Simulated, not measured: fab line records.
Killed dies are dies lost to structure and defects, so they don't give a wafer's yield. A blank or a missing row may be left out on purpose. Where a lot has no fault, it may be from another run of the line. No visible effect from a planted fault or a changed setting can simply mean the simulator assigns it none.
A single fault, viewed from 2 desks || flow nand harc || each desk has only its own numbers; what lay behind them comes last

== AT THE METROLOGY DESK ==
Lot by lot, what the gauges showed, no matter which tool ran the lot: averages of those sampled wafers that carry a number. Marked OUT: a lot whose mean sits more than 4 standard deviations from the usual mean, which makes it out of limits; the brackets give that distance.
Columns: A = cd nm at NHARC_A_CONTACT_CD_MEAS_15, usual 90.0 nm
{"lot": "L553", "first seen here": "day 17 02:23", "A": 90.0}
{"lot": "L552", "first seen here": "day 17 03:16", "A": 90.5}
{"lot": "L554", "first seen here": "day 17 04:34", "A": 90.9}
{"lot": "L555", "first seen here": "day 17 05:13", "A": 90.8}
{"lot": "L556", "first seen here": "day 17 21:37", "A": 89.7}
{"lot": "L563", "first seen here": "day 19 14:23", "A": 89.9}
{"lot": "L565", "first seen here": "day 20 07:29", "A": 89.3}
{"lot": "L564", "first seen here": "day 20 12:07", "A": 90.6}
{"lot": "L567", "first seen here": "day 20 14:48", "A": 90.0}
{"lot": "L566", "first seen here": "day 20 16:07", "A": 89.9}
{"lot": "L568", "first seen here": "day 21 01:04", "A": 89.2}
{"lot": "L572", "first seen here": "day 21 14:17", "A": 90.2}
{"lot": "L575", "first seen here": "day 23 02:34", "A": 89.7}
This desk's finding: nothing out of limits on any of the 13 lots.

== AT THE TOOL OWNER'S DESK: cvd w-02 ==
The tool's own readings at NHARC_A_WL_FILL_CVD_03 (deposits W, target thk 40 nm, time 3302 s): means of the sampled wafers that have a number, for each lot that ran on this tool. Marked OUT: a lot whose mean sits more than 4 standard deviations from the usual mean, which makes it out of limits; the brackets give that distance.
Columns: A = heater power outer w at NHARC_A_WL_FILL_CVD_03, usual 302 W; B = heater power w at NHARC_A_WL_FILL_CVD_03, usual 509 W; C = throttle valve pct at NHARC_A_WL_FILL_CVD_03, usual 7.62 %
{"lot": "L553", "first seen here": "day 14 23:34", "A": 280, "B": 497, "C": 7.84}
{"lot": "L554", "first seen here": "day 15 03:56", "A": 257, "B": 479, "C": 7.75}
{"lot": "L556", "first seen here": "day 15 23:22", "A": 298, "B": 520, "C": 7.80}
{"lot": "L563", "first seen here": "day 17 15:53", "A": 274, "B": 498, "C": 7.70}
{"lot": "L564", "first seen here": "day 18 15:37", "A": 282, "B": 496, "C": 7.63}
{"lot": "L575", "first seen here": "day 21 02:01", "A": 269, "B": 482, "C": 7.71}
This desk's finding: nothing out of limits on any of the 6 lots.

== TAKEN TOGETHER ==
From the metrology desk's view, nothing was out of limits.
The tool owner's desk saw nothing out of limits.

== WHAT HAD BEEN PUT IN BY THE SIMULATOR ==
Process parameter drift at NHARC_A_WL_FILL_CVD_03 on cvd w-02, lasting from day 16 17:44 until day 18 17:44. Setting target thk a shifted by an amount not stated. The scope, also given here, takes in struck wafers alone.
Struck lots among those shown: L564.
